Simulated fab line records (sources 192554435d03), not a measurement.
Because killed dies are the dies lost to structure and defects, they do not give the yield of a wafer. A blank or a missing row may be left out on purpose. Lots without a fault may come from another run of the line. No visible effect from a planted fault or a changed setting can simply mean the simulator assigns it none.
fab line records	flow n5_finfet
[record] lots = 7	wafers = 21
route steps=1938 shown SDB@350 HKMG_FIN@386 MOL_CONTACT_COAG@523 BEOL_M0_SAQP@640 BEOL_M1@753
start_h: start of the lot's first displayed wafer, in hours after the record's first day	wait_h: hours from the lot's prior step to this one	" unchanged from the row above	L1.1+2: a row that stands for several wafers	- no value, or no start was given	* or withheld: withheld	< > ~ a bound
route shown NAME@n: NAME is a module with steps in the file, n the number in the route of the first one	usual: mean/standard deviation taken from wafers without a fault	same: alike in all rows	chamber/n: place in a boat	sites: each site's reading	_std_site: standard deviation across them	_edge_site: outer sites' mean less inner sites'	radius_mm: for every site, how far away it sits from the centre of the wafer	mask NAME#n: copy n	behind: the most recent tool/chamber to have shaped the wafer	hold: why the lot went on hold/how many hours it stayed there/how the hold came to an end	device: the n, p or np transistor that did not switch	end of line: at the end of the route, the tests of the same wafers	where a step has no rows: the recipe by itself	killed: not the wafer's yield, but the dies lost to structure and defects at the first sort	map: the dies of a wafer, with x for killed, . for not killed, _ for no die there
set.NAME: setting as actually run; set.NAME@STEP: the setting as run at that earlier step	model.NAME: the simulator's own value behind a step, which no gauge read
lots run with intentionally changed settings; tables by step, rows by wafer
[[steps]]
[step N5_SDB_COAT_05]
[recipe] resist = CAR-ArF	spin_rpm = 1500	resist_thk_nm = 90
lot.wafer	tool	chamber	start_h	wait_h	set.spin_rpm	model.CAR-ArF_of_SDB_COAT_05.thk_nm
L080.1	litho_track-01	0	-	-	1500	89.8
L080.2	"	0	"	"	1500	89.6
L080.4	"	0	"	"	1649	85.6
L084.2	litho_track-01	0	-	-	1664	85.8
L084.4	"	0	"	"	1664	85.6
L084.5	"	0	"	"	1500	90
L085.2+5	litho_track-03	0	-	-	1500	90.4
L085.6	"	0	"	"	1500	90.2
L090.2	litho_track-03	0	-	-	1500	89.6
L090.4	"	0	"	"	1500	89.8
L090.5	"	0	"	"	1500	90
L093.1+3+6	litho_track-03	0	-	-	1500	90.2
L094.1+5	litho_track-04	0	-	-	1500	90.4
L094.4	"	0	"	"	1500	90.2
L095.1	litho_track-03	0	-	-	1500	90
L095.2+4	"	0	"	"	1623	86.6
[step N5_SDB_EBR_07]
[recipe] solvent = PGMEA	ebr_width_mm = 1.5
[step N5_SDB_SOFTBAKE_06]
[recipe] temp_c = 110	time_s = 60	resist = CAR-ArF
[step N5_SDB_DESCUM_16]
[recipe] chemistry = O2	time_s = 7.9	source_power_w = 50	bias_power_w = 20	pressure_mtorr = 20	rf_frequency_hz = 2.712e+07	temp_c = 40	resist = CAR-ArF	o2_flow_sccm = 225
[step N5_SDB_ETCH_17]
[recipe] chemistry = CF4	target = SiARC	target_depth_a = 234	mask_material = CAR-ArF	time_s = 39	ion_energy_ev = 80	pressure_mtorr = 40	source_w = 545	bias_w = 36	Ar_flow_sccm = 100	cf4_flow_sccm = 100	ends = cleared
[step N5_SDB_ETCH_18]
[recipe] chemistry = N2/H2	target = SOC	target_depth_a = 1000	overetch_a = 200	mask_material = SiARC	temp_c = 40	time_s = 150	ion_energy_ev = 200	pressure_mtorr = 30	source_w = 840	bias_w = 150	n2_flow_sccm = 200	h2_flow_sccm = 200
lot.wafer	tool	chamber	start_h	wait_h	set.spin_rpm@SDB_COAT_03	model.etch.depth_nm
L080.1+4	rie_diel-01	3,2	104.31	0.0	1438	102.1
L080.2	"	2	"	"	1500	100
L084.2	rie_diel-02	3	128.26	0.0	1559	98.17
L084.4	"	1	"	"	1500	100.2
L084.5	"	2	"	"	1500	100.3
L085.2	rie_diel-02	2	133.86	0.0	1500	99.9
L085.5+6	"	2,1	"	"	1500	100.1
L090.2+5	rie_diel-01	0	165.69	0.0	1446	102
L090.4	"	3	"	"	1500	100.2
L093.1	rie_diel-02	0	184.66	0.0	1500	100
L093.3	"	1	"	"	1500	99.94
L093.6	"	0	"	"	1500	99.96
L094.1	rie_diel-02	0	186.29	0.0	1500	100
L094.4	"	0	"	"	1457	101.6
L094.5	"	2	"	"	1500	100.3
L095.1	rie_diel-05	0	191.10	0.0	1500	99.48
L095.2	"	1	"	"	1625	95.52
L095.4	"	0	"	"	1625	95.49
[step N5_SDB_STRIP_19]
[recipe] chemistry = N2/H2	temp_c = 40	n2_flow_sccm = 200	h2_flow_sccm = 200	rf_frequency_hz = 6e+07
[step N5_SDB_STRIP_21]
[recipe] chemistry = CF4	resist = SiARC	power_w = 300	bias_power_w = 75	pressure_mtorr = 50	cf4_flow_sccm = 150	rf_frequency_hz = 6e+07
[step N5_SDB_HM_OPEN_20]
[recipe] chemistry = CH3F/O2	target = SiNx	mask_material = SOC	target_depth_a = 240	stop_on = poly-Si	over_etch_frac = 0.4	ion_energy_ev = 120	pressure_mtorr = 30	source_w = 395	bias_w = 73	Ar_flow_sccm = 150	CH3F_flow_sccm = 30	O2_flow_sccm = 20
lot.wafer	tool	chamber	start_h	wait_h	set.spin_rpm@SDB_COAT_03	model.SOC_of_SDB_COAT_03.thk_nm
L080.1	rie_diel-01	3	104.47	0.0	1438	86.4
L080.2	"	2	"	"	1500	84.6
L080.4	"	2	"	"	1438	86.8
L084.2	rie_diel-02	3	128.42	0.0	1559	81.2
L084.4	"	1	"	"	1500	84.8
L084.5	"	2	"	"	1500	84.6
L085.2	rie_diel-02	2	134.02	0.0	1500	84
L085.5	"	2	"	"	1500	84.2
L085.6	"	1	"	"	1500	84.8
L090.2+5	rie_diel-01	0	165.85	0.0	1446	86.2
L090.4	"	3	"	"	1500	84.6
L093.1+6	rie_diel-02	0	184.81	0.0	1500	83.8
L093.3	"	1	"	"	1500	84.8
L094.1	rie_diel-02	0	186.45	0.0	1500	84
L094.4	"	0	"	"	1457	85.6
L094.5	"	2	"	"	1500	84.8
L095.1	rie_diel-05	0	191.26	0.0	1500	83
L095.2	"	1	"	"	1625	79.4
L095.4	"	0	"	"	1625	79
[step N5_SDB_STRIP_22]
[recipe] chemistry = N2/H2	power_w = 1000	temp_c = 250	h2_frac = 0.65	overash_fraction = 0.3	pressure_mtorr = withheld	n2_flow_sccm = 1750	h2_flow_sccm = 3250
[usual] strip_time_to_endpoint_s = 96.3/0.5
lot.wafer	tool	chamber	start_h	wait_h	set.spin_rpm@SDB_COAT_03	strip_time_to_endpoint_s
L080.1	plasma_asher-01	0	104.55	0.1	1438	98.5
L080.2	"	1	"	"	1500	96.9
L080.4	"	0	"	"	1438	98.8
L084.2	plasma_asher-02	1	128.50	0.1	1559	93.7
L084.4	"	0	"	"	1500	96.9
L084.5	"	0	"	"	1500	96.7
L085.2	plasma_asher-01	0	134.10	0.1	1500	96.3
L085.5	"	0	"	"	1500	96.4
L085.6	"	1	"	"	1500	97.0
L090.2	plasma_asher-01	0	165.93	0.1	1446	98.3
L090.4	"	1	"	"	1500	96.7
L090.5	"	1	"	"	1446	98.2
L093.1	plasma_asher-01	1	184.89	0.1	1500	96.0
L093.3	"	0	"	"	1500	97.0
L093.6	"	0	"	"	1500	96.0
L094.1	plasma_asher-01	1	186.53	0.1	1500	96.3
L094.4	"	1	"	"	1457	97.8
L094.5	"	1	"	"	1500	96.9
L095.1	plasma_asher-02	1	191.34	0.1	1500	95.2
L095.2	"	0	"	"	1625	91.9
L095.4	"	1	"	"	1625	91.5
[step N5_HKMG_FIN_HK_ALD_01]
[recipe] material = HfO2	target_thk_a = 16	temp_c = withheld	ald_precursor_family = HfCl4	ald_co_reactant = H2O	pulse_time_s = 3	purge_time_s = 3	co_reactant_purge_time_s = 2.5	co_reactant_pulse_time_s = 0.3	ald_cycles = 30
lot.wafer	tool	chamber	start_h	wait_h	set.ald_cycles
L080.1	ald_hk-01	0	109.76	0.0	28
L080.2+4	"	2,3	"	"	30
L084.2+5	ald_hk-02	1,2	132.62	0.0	30
L084.4	"	3	"	"	33
L085.2+5+6	ald_hk-02	2,1,0	138.39	0.0	30
L090.2	ald_hk-01	2	171.53	0.0	33
L090.4+5	"	0,3	"	"	30
L093.1+6	ald_hk-03	1,3	189.44	0.0	30
L093.3	"	0	"	"	33
L094.1	ald_hk-03	3	190.82	0.0	30
L094.4+5	"	0	"	"	28
L095.1+2+4	ald_hk-02	2,0,3	196.36	0.1	30
[step N5_HKMG_FIN_HK_ANNEAL_02]
[recipe] temp_c = 700	time_s = 30	ambient = N2	idle_temp_c = 600	ramp_up_c_per_s = 150	ramp_down_c_per_s = 60	cool_to_c = 600
[step N5_HKMG_FIN_ALD_74]
[recipe] material = La2O3	target_thk_a = 5	temp_c = 250	ald_precursor_family = La-Cp	ald_co_reactant = O3	pulse_time_s = 6	co_reactant_pulse_time_s = 1	purge_time_s = 3	co_reactant_purge_time_s = 3
[step N5_HKMG_FIN_WET_ETCH_82]
[recipe] chemistry = dHCl	mix = 1:10000	temp_c = 25	target = La2O3	stop_on = HfO2	target_depth_nm = 2	dry = ipa_marangoni	rinse_time_s = 30	rinse_temp_c = 23
[step N5_HKMG_FIN_ALD_36]
[recipe] material = TiN	target_thk_a = 10	temp_c = 400	ald_precursor_family = TiCl4	ald_co_reactant = NH3	pulse_time_s = 1	purge_time_s = 3	co_reactant_purge_time_s = 2	co_reactant_pulse_time_s = 2	ald_cycles = 47	pressure_torr = 3
[step N5_HKMG_FIN_THK_MEAS_70]
[recipe] thk_meas_gauge = xrf	reads = HfO2_of_HKMG_FIN_HK_ALD_01
[usual] HK_THK = 1.582/0.024
lot.wafer	tool	chamber	start_h	wait_h	set.ald_cycles@HKMG_FIN_HK_ALD_01	HK_THK[nm]
L080.1	film_metro-02	-	113.26	0.2	28	1.484
L080.2	"	-	"	"	30	1.585
L080.4	"	-	"	"	30	1.645
L084.2	film_metro-01	-	136.02	0.2	30	1.573
L084.4	"	-	"	"	33	1.728
L084.5	"	-	"	"	30	1.587
L085.2	film_metro-02	-	141.81	0.2	30	1.579
L085.5	"	-	"	"	30	1.578
L085.6	"	-	"	"	30	1.584
L090.2	film_metro-01	-	175.13	0.2	33	1.731
L090.4	"	-	"	"	30	1.583
L090.5	"	-	"	"	30	1.601
L093.1	film_metro-01	-	193.03	0.2	30	1.590
L093.3	"	-	"	"	33	1.729
L093.6	"	-	"	"	30	1.588
L094.1	film_metro-01	-	194.68	0.2	30	1.589
L094.4	"	-	"	"	28	1.433
L094.5	"	-	"	"	28	1.446
L095.1	film_metro-02	-	200.15	0.2	30	1.552
L095.2	"	-	"	"	30	1.579
L095.4	"	-	"	"	30	1.572
[step N5_MOL_CONTACT_COAG_EXPOSE_05]
[recipe] mask_id = CA	na = 0.33	source_shape = annular	sigma_inner = 0.4	sigma_outer = 0.8	polarization = unpolarized	defocus_nm = 0	dose_mj = 38.25
lot.wafer	tool	chamber	start_h	wait_h	mask	set.dose_mj
L080.1+2+4	euv_scanner-02	0	130.49	-	CA#0	40.1
L084.2+4	euv_scanner-01	0	148.91	-	CA#0	41.05
L084.5	"	0	"	"	CA#0	38.25
L085.2+5+6	euv_scanner-01	0	154.92	-	CA#0	38.25
L090.2+4+5	euv_scanner-01	0	187.77	-	CA#0	38.25
L093.1+3+6	euv_scanner-02	0	205.99	-	CA#0	38.25
L094.1+5	euv_scanner-01	0	208.61	-	CA#0	38.25
L094.4	"	0	"	"	CA#0	37.19
L095.1	euv_scanner-02	0	214.32	-	CA#0	38.25
L095.2+4	"	0	"	"	CA#0	40.72
[step N5_MOL_CONTACT_COAG_PEB_06]
[recipe] peb_temp_c = 100	peb_time_s = 60	resist = CAR-EUV
[step N5_MOL_CONTACT_COAG_DEVELOP_07]
[recipe] develop_time_s = 30	developer = TMAH	resist = CAR-EUV	rinse_liquid = surfactant_rinse	dry = air_spin	dev_temp_c = 23
[step N5_MOL_CONTACT_COAG_CD_MEAS_08]
[recipe] target_cd_nm = 28	landing_energy_ev = 500	detector = se_inlens	polarity = opening
[usual] cd_nm = 28.12/0.21
lot.wafer	tool	chamber	start_h	wait_h	set.dose_mj@MOL_CONTACT_COAG_EXPOSE_05	cd_nm
L080.1	cd_sem-02	0	130.62	-	40.1	29.57
L080.2	"	0	"	"	40.1	29.16
L080.4	"	0	"	"	40.1	29.07
L084.2	cd_sem-02	0	149.04	-	41.05	29.27
L084.4	"	0	"	"	41.05	29.63
L084.5	"	0	"	"	38.25	27.90
L085.2	cd_sem-02	0	155.05	-	38.25	28.13
L085.5	"	0	"	"	38.25	28.14
L085.6	"	0	"	"	38.25	27.88
L090.2	cd_sem-02	0	187.90	-	38.25	28.18
L090.4	"	0	"	"	38.25	27.89
L090.5	"	0	"	"	38.25	28.13
L093.1	cd_sem-01	0	206.12	-	38.25	28.32
L093.3	"	0	"	"	38.25	27.86
L093.6	"	0	"	"	38.25	28.29
L094.1	cd_sem-03	0	208.73	-	38.25	27.88
L094.4	"	0	"	"	37.19	27.42
L094.5	"	0	"	"	38.25	28.21
L095.1	cd_sem-01	0	214.45	-	38.25	28.04
L095.2	"	0	"	"	40.72	29.45
L095.4	"	0	"	"	40.72	28.82
[step N5_MOL_CONTACT_COAG_DESCUM_13]
[recipe] chemistry = O2	time_s = 7	source_power_w = 50	bias_power_w = 20	pressure_mtorr = 20	rf_frequency_hz = 2.712e+07	temp_c = 40	resist = CAR-EUV	o2_flow_sccm = 225
[step N5_MOL_CONTACT_COAG_ETCH_59]
[recipe] chemistry = N2/H2	target = underlayer	target_depth_a = 130	mask_material = CAR-EUV	time_s = 10.4	ion_energy_ev = 200	pressure_mtorr = 30	source_w = 840	bias_w = 150	n2_flow_sccm = 200	h2_flow_sccm = 200	ends = cleared
lot.wafer	tool	chamber	start_h	wait_h	set.dose_mj@MOL_CONTACT_COAG_EXPOSE_05	model.MOL_CONTACT_COAG.cd_offset_nm
L080.1+2	rie_diel-02	1,3	131.75	0.0	40.1	1
L080.4	"	2	"	"	40.1	1.4
L084.2	rie_diel-02	3	149.20	0.0	41.05	0.8
L084.4	"	2	"	"	41.05	1.8
L084.5	"	3	"	"	38.25	-0.2
L085.2	rie_diel-01	0	155.20	0.0	38.25	0.2
L085.5+6	"	2,3	"	"	38.25	0
L090.2	rie_diel-05	0	188.05	0.0	38.25	0
L090.4+5	"	0,3	"	"	38.25	0.2
L093.1	rie_diel-01	2	206.28	0.0	38.25	0.2
L093.3+6	"	1,3	"	"	38.25	0
L094.1	rie_diel-05	2	208.89	0.0	38.25	0.2
L094.4	"	1	"	"	37.19	-0.6
L094.5	"	3	"	"	38.25	0.4
L095.1	rie_diel-02	3	214.61	0.0	38.25	0
L095.2	"	1	"	"	40.72	1.4
L095.4	"	0	"	"	40.72	1.2
[step N5_MOL_CONTACT_COAG_ETCH_105]
[recipe] chemistry = CF4	target = SiARC	target_depth_a = 156	mask_material = CAR-EUV	time_s = 26	ion_energy_ev = 80	pressure_mtorr = 40	source_w = 545	bias_w = 36	Ar_flow_sccm = 100	cf4_flow_sccm = 100	ends = cleared
lot.wafer	tool	chamber	start_h	wait_h	set.dose_mj@MOL_CONTACT_COAG_EXPOSE_05	model.MOL_CONTACT_COAG.cd_offset_nm
L080.1	rie_diel-02	1	131.77	0.0	40.1	1
L080.2	"	3	"	"	40.1	1.2
L080.4	"	2	"	"	40.1	1.4
L084.2	rie_diel-02	3	149.22	0.0	41.05	1
L084.4	"	2	"	"	41.05	1.8
L084.5	"	3	"	"	38.25	0
L085.2	rie_diel-01	0	155.22	0.0	38.25	0.4
L085.5	"	2	"	"	38.25	0.2
L085.6	"	3	"	"	38.25	0
L090.2	rie_diel-05	0	188.07	0.0	38.25	0
L090.4	"	0	"	"	38.25	0.2
L090.5	"	3	"	"	38.25	0.4
L093.1+6	rie_diel-01	2,3	206.30	0.0	38.25	0
L093.3	"	1	"	"	38.25	-0.2
L094.1	rie_diel-05	2	208.91	0.0	38.25	0.2
L094.4	"	1	"	"	37.19	-0.6
L094.5	"	3	"	"	38.25	0.4
L095.1	rie_diel-02	3	214.63	0.0	38.25	0
L095.2	"	1	"	"	40.72	1.4
L095.4	"	0	"	"	40.72	1.2
[step N5_BEOL_M0_SAQP_HM_DEP_111]
[recipe] material = SiO2	target_thk_a = 120	temp_c = 400	precursor = SiH4/N2O	pressure_torr = 0.75	rf_w = 275	time_s = 7.2
lot.wafer	tool	chamber	start_h	wait_h	set.time_s	model.SiO2_of_BEOL_M0_SAQP_HM_DEP_111.thk_nm
L080.1	pecvd-03	2	150.88	0.0	8.012	13.4
L080.2	"	0	"	"	8.012	13.2
L080.4	"	1	"	"	7.2	11.8
L084.2+4	pecvd-04	2,0	169.59	0.0	7.2	12
L084.5	"	2	"	"	7.2	12.2
L085.2	pecvd-04	1	175.28	0.0	7.2	12
L085.5+6	"	1,2	"	"	7.2	12.4
L090.2+4	pecvd-03	0,1	207.60	0.0	6.818	11.4
L090.5	"	0	"	"	7.2	12.2
L093.1	pecvd-03	1	225.82	0.0	7.824	12.8
L093.3	"	0	"	"	7.824	13.2
L093.6	"	2	"	"	7.2	12.4
L094.1	pecvd-03	1	229.31	0.0	7.2	11.8
L094.4	"	0	"	"	7.2	12.2
L094.5	"	2	"	"	7.2	12.6
L095.1+4	pecvd-03	2,0	231.76	0.0	7.2	12.2
L095.2	"	1	"	"	7.2	12
[step N5_BEOL_M0_SAQP_COAT_105]
[recipe] resist = SOC	temp_c = 250	time_s = 60	spin_rpm = 1500	resist_thk_nm = 100
lot.wafer	tool	chamber	start_h	wait_h	set.spin_rpm	model.SOC_of_BEOL_M0_SAQP_COAT_105.thk_nm
L080.1	litho_track-05	0	155.26	0.3	1500	99.6
L080.2	"	0	"	"	1500	99.8
L080.4	"	0	"	"	1500	100
L084.2	litho_track-03	0	173.73	0.3	1654	95.4
L084.4	"	0	"	"	1500	100.4
L084.5	"	0	"	"	1654	95.2
L085.2+6	litho_track-05	0	178.92	0.3	1500	100.4
L085.5	"	0	"	"	1500	100.2
L090.2+4	litho_track-03	0	211.63	0.3	1500	99.6
L090.5	"	0	"	"	1500	99.4
L093.1+6	litho_track-03	0	230.41	0.3	1500	99.8
L093.3	"	0	"	"	1632	95.6
L094.1	litho_track-03	0	233.03	0.3	1500	99.8
L094.4+5	"	0	"	"	1500	99.6
L095.1+2	litho_track-05	0	234.52	0.3	1500	100
L095.4	"	0	"	"	1388	104
[step N5_BEOL_M1_PECVD_72]
[recipe] material = SiO2	target_thk_a = 160	temp_c = 400	precursor = TEOS/O2	pressure_torr = 5.5	rf_w = 450	teos_flow_sccm = 53.8	gas = O2	flow_sccm = 3000	time_s = 18
lot.wafer	tool	chamber	start_h	wait_h	set.time_s	model.SiO2_of_BEOL_M1_PECVD_72.thk_nm
L080.1	pecvd-03	1	165.44	0.0	18	15.8
L080.2	"	0	"	"	19.05	17.2
L080.4	"	1	"	"	18	16
L084.2	pecvd-01	1	182.76	0.0	18	15.4
L084.4	"	1	"	"	18	15.6
L084.5	"	0	"	"	20.52	18.2
L085.2	pecvd-02	0	188.98	0.0	18	16
L085.5	"	1	"	"	18	16.6
L085.6	"	0	"	"	18	16.4
L090.2+4	pecvd-02	0,1	219.96	0.0	18	16.2
L090.5	"	0	"	"	19.58	17.8
L093.1	pecvd-01	2	240.32	0.1	18	15.6
L093.3	"	0	"	"	16.89	15
L093.6	"	2	"	"	18	15.8
L094.1	pecvd-02	1	243.11	0.0	18	16
L094.4	"	2	"	"	18	15.8
L094.5	"	0	"	"	18	16.4
L095.1	pecvd-02	1	246.25	0.0	18	16
L095.2+4	"	0,1	"	"	19.08	17.2
[step N5_BEOL_M1_COAT_73]
[recipe] resist = underlayer	temp_c = 205	time_s = 60	spin_rpm = 1500	resist_thk_nm = 5
lot.wafer	tool	chamber	start_h	wait_h	set.spin_rpm
L080.1+4	litho_track-01	0	-	-	1500
L080.2	"	0	"	"	1552
L084.2+4	litho_track-02	0	-	-	1500
L084.5	"	0	"	"	1338
L085.2+5+6	litho_track-02	0	-	-	1500
L090.2	litho_track-05	0	-	-	1659
L090.4+5	"	0	"	"	1500
L093.1	litho_track-05	0	-	-	1500
L093.3+6	"	0	"	"	1648
L094.1	litho_track-05	0	-	-	1650
L094.4+5	"	0	"	"	1500
L095.1+4	litho_track-05	0	-	-	1500
L095.2	"	0	"	"	1667
[step N5_BEOL_M1_COAT_05]
[recipe] resist = CAR-EUV	spin_rpm = 1500	resist_thk_nm = 30
[step N5_BEOL_M1_EBR_07]
[recipe] solvent = PGMEA	ebr_width_mm = 1.5
[step N5_BEOL_M1_DESCUM_16]
[recipe] chemistry = O2	time_s = 7	source_power_w = 50	bias_power_w = 20	pressure_mtorr = 20	rf_frequency_hz = 2.712e+07	temp_c = 40	resist = CAR-EUV	o2_flow_sccm = 225
[step N5_BEOL_M1_ETCH_74]
[recipe] chemistry = N2/H2	target = underlayer	target_depth_a = 65	mask_material = CAR-EUV	time_s = 5.2	ion_energy_ev = 200	pressure_mtorr = 30	source_w = 840	bias_w = 150	n2_flow_sccm = 200	h2_flow_sccm = 200	ends = cleared
lot.wafer	tool	chamber	start_h	wait_h	set.spin_rpm@BEOL_M1_COAT_73	model.etch.depth_nm
L080.1	rie_diel-04	0	166.21	0.0	1500	4.987
L080.2	"	3	"	"	1552	4.89
L080.4	"	1	"	"	1500	4.974
L084.2	rie_diel-03	3	184.98	0.0	1500	5.006
L084.4	"	3	"	"	1500	5.011
L084.5	"	0	"	"	1338	5.292
L085.2	rie_diel-03	1	190.40	0.0	1500	5.013
L085.5	"	0	"	"	1500	5.007
L085.6	"	1	"	"	1500	5.019
L090.2	rie_diel-06	3	221.74	0.0	1659	4.755
L090.4	"	0	"	"	1500	5.01
L090.5	"	3	"	"	1500	5.012
L093.1	rie_diel-04	1	241.58	0.0	1500	4.988
L093.3	"	2	"	"	1648	4.756
L093.6	"	2	"	"	1648	4.771
L094.1	rie_diel-06	2	245.83	0.0	1650	4.773
L094.4	"	2	"	"	1500	5.01
L094.5	"	3	"	"	1500	5.005
L095.1	rie_diel-03	2	247.27	0.0	1500	5.004
L095.2	"	1	"	"	1667	4.728
L095.4	"	3	"	"	1500	4.991
[[key]]
[split] step = N5_SDB_COAT_05	setting = spin_rpm	stated = 1500	by = wafer
[response] step = N5_SDB_COAT_05	reading = model.CAR-ArF_of_SDB_COAT_05.thk_nm	change = -0.405	per = 1%	r = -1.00
[split] step = N5_HKMG_FIN_HK_ALD_01	setting = ald_cycles	stated = 30	by = wafer
[response] step = N5_HKMG_FIN_THK_MEAS_70	reading = HK_THK	change = +0.0158	per = 1%	r = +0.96
[split] step = N5_MOL_CONTACT_COAG_EXPOSE_05	setting = dose_mj	stated = 38.25	by = wafer
[response] step = N5_MOL_CONTACT_COAG_CD_MEAS_08	reading = cd_nm	change = +0.195	per = 1%	r = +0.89
[response] step = N5_MOL_CONTACT_COAG_ETCH_59	reading = model.MOL_CONTACT_COAG.cd_offset_nm	change = +0.212	per = 1%	r = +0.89
[response] step = N5_MOL_CONTACT_COAG_ETCH_105	reading = model.MOL_CONTACT_COAG.cd_offset_nm	change = +0.205	per = 1%	r = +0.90
[split] step = N5_BEOL_M0_SAQP_HM_DEP_111	setting = time_s	stated = 7.2	by = wafer
[response] step = N5_BEOL_M0_SAQP_HM_DEP_111	reading = model.SiO2_of_BEOL_M0_SAQP_HM_DEP_111.thk_nm	change = +0.114	per = 1%	r = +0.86
[split] step = N5_BEOL_M0_SAQP_COAT_105	setting = spin_rpm	stated = 1500	by = wafer
[response] step = N5_BEOL_M0_SAQP_COAT_105	reading = model.SOC_of_BEOL_M0_SAQP_COAT_105.thk_nm	change = -0.5	per = 1%	r = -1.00
[split] step = N5_BEOL_M1_PECVD_72	setting = time_s	stated = 18	by = wafer
[response] step = N5_BEOL_M1_PECVD_72	reading = model.SiO2_of_BEOL_M1_PECVD_72.thk_nm	change = +0.186	per = 1%	r = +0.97
[split] step = N5_BEOL_M1_COAT_73	setting = spin_rpm	stated = 1500	by = wafer
[response] step = N5_BEOL_M1_ETCH_74	reading = model.etch.depth_nm	change = -0.0243	per = 1%	r = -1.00
split outside_this_file step=N5_SDB_COAT_03 setting=spin_rpm
// split outside_this_file: this setting was split too, and the file shows its column; the key of that split is in another file
